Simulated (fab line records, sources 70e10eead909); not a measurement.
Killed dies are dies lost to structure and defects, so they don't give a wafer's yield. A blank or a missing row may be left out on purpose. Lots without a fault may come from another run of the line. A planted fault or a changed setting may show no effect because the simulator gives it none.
Tool commonality check | flow nand_harc | 11 lots, 33 wafers sampled

WHY IT WAS OPENED
At NHARC_P_GATE_CD_MEAS_91 the reading cd_nm is flagged on 1 of 11 lots. Wafers without a fault read 1999.7 nm, standard deviation 2.1.
Rule: a lot is flagged when every wafer of it that has a number lies more than 4 standard deviations from that mean, or none has a number. The other lots count as sound.

lot  | measured     | on        | cd_nm (nm), wafer by wafer | flag
L921 | day 5 12:18  | cd_sem-01 | 1998.9 1999.5 1997.4       |
L922 | day 6 03:29  | cd_sem-03 | 1997.7 2000.9 1996.7       |
L924 | day 6 21:29  | cd_sem-03 | 1997.9 1996.1 1995.5       |
L928 | day 8 13:03  | cd_sem-02 | 2001.8 2001.5 2002.5       |
L930 | day 9 13:02  | cd_sem-02 | 1983.1 1983.4 1980.8       | FLAGGED
L938 | day 12 17:49 | cd_sem-03 | 1997.2 1997.8 1997.9       |
L939 | day 13 05:54 | cd_sem-02 | 2002.6 2001.5 1999.6       |
L940 | day 13 10:43 | cd_sem-01 | 1998.1 1998.1 2001.0       |
L941 | day 14 04:09 | cd_sem-01 | 1997.6 1997.5 1996.5       |
L942 | day 14 04:22 | cd_sem-03 | 2000.2 2002.5 2001.4       |
L944 | day 15 03:29 | cd_sem-03 | 1998.6 1998.4 1996.8       |
The numbers of the flagged lots are 1982.4 nm on average: -17.3 nm against the usual, or -8 standard deviations.

WHICH TOOL RAN EACH LOT
The record holds 3 process steps before the reading, out of a route of 1302 steps. In each cell: the tool, then ch and the chambers that the sampled wafers went through, then the start.
lot  | flag    | NHARC_P_GATE_HM_OPEN_105                      | NHARC_P_GATE_STRIP_76                | NHARC_P_GATE_EXPOSE_88
L921 |         | rie_diel-11 ch 2,3, day 5 11:23 or earlier    | plasma_asher-02 ch 0,1, day 5 11:23  | krf_scanner-01 ch 0, day 5 12:08
L922 |         | rie_diel-11 ch 0,1,2, day 6 02:41 or earlier  | plasma_asher-02 ch 0,1, day 6 02:41  | krf_scanner-01 ch 0, day 6 03:20
L924 |         | rie_diel-11 ch 0,2, day 6 20:35 or earlier    | plasma_asher-02 ch 0, day 6 20:35    | krf_scanner-04 ch 0, day 6 21:20
L928 |         | rie_diel-03 ch 1,3, day 8 12:04 or earlier    | plasma_asher-01 ch 0, day 8 12:04    | krf_scanner-04 ch 0, day 8 12:53
L930 | FLAGGED | rie_diel-09 ch 2,3, day 9 12:16 or earlier    | plasma_asher-01 ch 0,1, day 9 12:16  | krf_scanner-04 ch 0, day 9 12:53
L938 |         | rie_diel-11 ch 1,2, day 12 16:55 or earlier   | plasma_asher-02 ch 0,1, day 12 16:55 | krf_scanner-04 ch 0, day 12 17:40
L939 |         | rie_diel-11 ch 0,2, day 13 04:59 or earlier   | plasma_asher-01 ch 0,1, day 13 04:59 | krf_scanner-03 ch 0, day 13 05:44
L940 |         | rie_diel-11 ch 0,1, day 13 09:48 or earlier   | plasma_asher-02 ch 0,1, day 13 09:48 | krf_scanner-01 ch 0, day 13 10:34
L941 |         | rie_diel-11 ch 1,2, day 14 03:14 or earlier   | plasma_asher-01 ch 1, day 14 03:14   | krf_scanner-04 ch 0, day 14 04:00
L942 |         | rie_diel-09 ch 0,1,3, day 14 03:28 or earlier | plasma_asher-02 ch 0,1, day 14 03:28 | krf_scanner-03 ch 0, day 14 04:13
L944 |         | rie_diel-11 ch 0,1,2, day 15 02:41 or earlier | plasma_asher-01 ch 0,1, day 15 02:41 | krf_scanner-03 ch 0, day 15 03:19
What these steps do:
- NHARC_P_GATE_HM_OPEN_105: chemistry O2/COS, target depth 360 nm.
- NHARC_P_GATE_STRIP_76: strips in O2.
- NHARC_P_GATE_EXPOSE_88: exposes mask P HVN, target cd 2000 nm.
- NHARC_P_GATE_CD_MEAS_91: target cd 2000 nm.

FLAGGED OVER TOTAL, TOOL BY TOOL (the gauges that took the reading come last)
step                     | tool            | lots run | flagged | share of the flagged lots | sound lots run after its first flagged lot
NHARC_P_GATE_HM_OPEN_105 | rie_diel-03     | 1        | 0       | none                      | -
NHARC_P_GATE_HM_OPEN_105 | rie_diel-09     | 2        | 1       | all                       | 1 (L942)
NHARC_P_GATE_HM_OPEN_105 | rie_diel-11     | 8        | 0       | none                      | -
NHARC_P_GATE_STRIP_76    | plasma_asher-01 | 5        | 1       | all                       | 3 (L939,L941,L944)
NHARC_P_GATE_STRIP_76    | plasma_asher-02 | 6        | 0       | none                      | -
NHARC_P_GATE_EXPOSE_88   | krf_scanner-01  | 3        | 0       | none                      | -
NHARC_P_GATE_EXPOSE_88   | krf_scanner-03  | 3        | 0       | none                      | -
NHARC_P_GATE_EXPOSE_88   | krf_scanner-04  | 5        | 1       | all                       | 2 (L938,L941)
NHARC_P_GATE_CD_MEAS_91  | cd_sem-01       | 3        | 0       | none                      | -
NHARC_P_GATE_CD_MEAS_91  | cd_sem-02       | 3        | 1       | all                       | 1 (L939)
NHARC_P_GATE_CD_MEAS_91  | cd_sem-03       | 5        | 0       | none                      | -
NHARC_P_GATE_HM_OPEN_105 gives no start for some lots, so the hours and the order of its lots are those of NHARC_P_GATE_STRIP_76.

WHAT THE TABLE ALLOWS
4 rows of the table ran every flagged lot: rie_diel-09 at NHARC_P_GATE_HM_OPEN_105, plasma_asher-01 at NHARC_P_GATE_STRIP_76, krf_scanner-04 at NHARC_P_GATE_EXPOSE_88, cd_sem-02 at NHARC_P_GATE_CD_MEAS_91.
- rie_diel-09 at NHARC_P_GATE_HM_OPEN_105: 1 of its 2 lots flagged. Sound lots ran on it after the first flagged one (L942), which a lasting fault on the whole tool wouldn't allow.
- plasma_asher-01 at NHARC_P_GATE_STRIP_76: 1 of its 5 lots flagged. Sound lots ran on it after the first flagged one (L939, L941, L944), which a lasting fault on the whole tool wouldn't allow.
- krf_scanner-04 at NHARC_P_GATE_EXPOSE_88: 1 of its 5 lots flagged. Sound lots ran on it after the first flagged one (L938, L941), which a lasting fault on the whole tool wouldn't allow.
- cd_sem-02 at NHARC_P_GATE_CD_MEAS_91: 1 of its 3 lots flagged. Sound lots ran on it after the first flagged one (L939), which a lasting fault on the whole tool wouldn't allow.
No row of the table ran every flagged lot and no sound lot after the first.

WHAT THE SIMULATOR HAD PUT IN
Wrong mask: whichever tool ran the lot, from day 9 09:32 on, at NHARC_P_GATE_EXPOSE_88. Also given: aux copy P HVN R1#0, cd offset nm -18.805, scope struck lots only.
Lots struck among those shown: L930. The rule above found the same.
